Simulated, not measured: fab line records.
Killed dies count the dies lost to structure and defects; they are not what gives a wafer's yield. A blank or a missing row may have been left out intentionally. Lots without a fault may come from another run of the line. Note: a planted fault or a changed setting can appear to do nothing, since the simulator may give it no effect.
Chamber matching | flow n5Finfet | 4 sister chambers for N5_BEOL_M5_ETCH_68 on rieDiel-02
The step etches SOC in N2/H2, target depth 80 nm, overetch 16 nm, time 120 s. 16 wafers are shown with their chamber, then 8 later ones without.

== WAFERS WITH THEIR CHAMBER ==
wafer  | chamber | oesProductAu (a.u.) | throttleValvePct (%) | drypumpMotorCurrentA (A)
L075.1 | 1       | 0.54                | 18.15                | 5.2
L075.2 | 0       | 0.70                | 17.54                | 5.6
L075.5 | 3       | 0.53                | 18.07                | 6.2
L077.1 | 0       | 0.69                | 17.57                | 5.7
L077.5 | 0       | 0.69                | 17.53                | 5.6
L077.6 | 1       | 0.53                | 18.18                | 5.2
L078.1 | 3       | 0.53                | 18.08                | 6.2
L078.3 | 2       | 0.72                | 17.74                | 6.4
L078.6 | 0       | 0.70                | 17.55                | 5.6
L079.3 | 3       | 0.53                | 18.09                | 6.2
L079.4 | 1       | 0.54                | 18.17                | 5.2
L079.6 | 0       | 0.69                | 17.56                | 5.6
L080.3 | 2       | 0.72                | 17.74                | 6.4
L080.4 | 1       | 0.53                | 18.17                | 5.2
L080.5 | 1       | 0.53                | 18.17                | 5.2
L081.2 | 2       | 0.72                | 17.75                | 6.5

SIGNATURES (means of the wafers above)
reading              | chamber 0 | chamber 1 | chamber 2 | chamber 3 | scatter within a chamber
oesProductAu         | 0.6940    | 0.5340    | 0.7200    | 0.5300    | 0.00447
throttleValvePct     | 17.5500   | 18.1680   | 17.7433   | 18.0800   | 0.0121
drypumpMotorCurrentA | 5.620     | 5.200     | 6.433     | 6.200     | 0.035
Rule: a wafer's distance from a chamber is the root of the sum, over the readings, of the square of ((its reading less the chamber's mean) divided by the reading's scatter). If the next closest chamber is less than 2 further off than the closest, the wafer can't be placed; otherwise it belongs to the closest. The scatter: take each reading less its chamber's mean, square it, sum over the shown wafers, divide by the number of wafers less the number of chambers, and take the root.

== WAFERS MISSING THEIR CHAMBER ==
wafer  | oesProductAu (a.u.) | throttleValvePct (%) | drypumpMotorCurrentA (A)
L081.4 | 0.68                | 17.54                | 5.6
L081.5 | 0.54                | 18.18                | 5.2
L092.4 | 0.65                | 17.58                | 5.6
L092.5 | 0.67                | 17.79                | 6.4
L092.6 | 0.75                | 17.66                | 6.2
L095.2 | 0.71                | 17.66                | 6.2
L095.3 | 0.66                | 17.80                | 6.4
L095.4 | 0.64                | 17.61                | 5.6

== EACH ONE'S CHAMBER ==
wafer  | from the rows above | in truth
L081.4 | 0                   | 0
L081.5 | 1                   | 1
L092.4 | 0                   | 0
L092.5 | 2                   | 2
L092.6 | 2                   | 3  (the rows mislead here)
L095.2 | 2                   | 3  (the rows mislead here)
L095.3 | 2                   | 2
L095.4 | 0                   | 0
6 of 8 placed correctly. Number that these rows cannot place: 0. Placed wrongly: 2.
